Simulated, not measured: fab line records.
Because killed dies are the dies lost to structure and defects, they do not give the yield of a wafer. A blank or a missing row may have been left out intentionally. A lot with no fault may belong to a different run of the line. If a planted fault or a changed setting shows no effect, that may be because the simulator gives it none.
Which tool was responsible? | flow nand harc | 6 lots, 18 wafers sampled, at 2 steps of a route of 1159

## WHAT EACH GAUGE READ, for each wafer
NHARC_A_ONON_D1_THK_MEAS_02: measures by ellipsometry.
lot  | measured     | on            | thk nm (nm)
L775 | day 10 03:02 | film metro-02 | 1005 1006 1007
L779 | day 10 12:41 | film metro-01 | 996 997 995
L781 | day 10 17:28 | film metro-02 | 989 991 989
L789 | day 11 10:58 | film metro-01 | 615 614 616
L790 | day 11 17:28 | film metro-01 | 585 585 584
L793 | day 12 07:45 | film metro-01 | 1011 1011 1012

## WHICH TOOL RAN EACH LOT (tool, then ch and the chambers of the sampled wafers, then the start)
lot  | NHARC_A_ONON_D1_DEP_00
L775 | pecvd onon-03 ch 0, day 10 02:29
L779 | pecvd onon-02 ch 0, day 10 12:21
L781 | pecvd onon-02 ch 0, day 10 16:57
L789 | pecvd onon-03 ch 0, day 11 10:27
L790 | pecvd onon-03 ch 0, day 11 17:08
L793 | pecvd onon-02 ch 0, day 12 07:14
- NHARC_A_ONON_D1_DEP_00: target thk 1000 nm.

## THE ANSWER, worked out from the rows above alone
Rule: the lots themselves supply what counts as usual. Put in order of their means at a reading, lots are off if they are a third of the lots or fewer, leave a main group of 4 or more, and stand apart from it by a gap of 3 or more times the standard deviation of the main group's means; of several such gaps the widest counts. A main group is skipped when, at the precision printed for the reading in the tables above, its means are all equal. A lot without any number at a reading at which 4 lots or more have one is off too. All remaining lots with rows at the step are treated as sound.
Off: L789, L790, at NHARC_A_ONON_D1_THK_MEAS_02 (thk nm). For the main group the mean is 1001 nm and the standard deviation 8.4.
A tool fits if, at a process step before that reading, it ran every lot that is off, and no sound lot after the first of them. The gauges at NHARC_A_ONON_D1_THK_MEAS_02 are tried like those tools. One candidate fits, namely pecvd onon-03 at NHARC_A_ONON_D1_DEP_00. A fault onset in the window from L775 (day 10 02:29, its last sound lot) to L789 (day 11 10:27, its first lot off) fits.

## WHAT THE SIMULATOR HAD INSERTED
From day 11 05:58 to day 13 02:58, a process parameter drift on pecvd onon-03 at NHARC_A_ONON_D1_DEP_00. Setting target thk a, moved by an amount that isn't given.
Shown lots that were struck: L789, L790. The rule above reached the same finding.
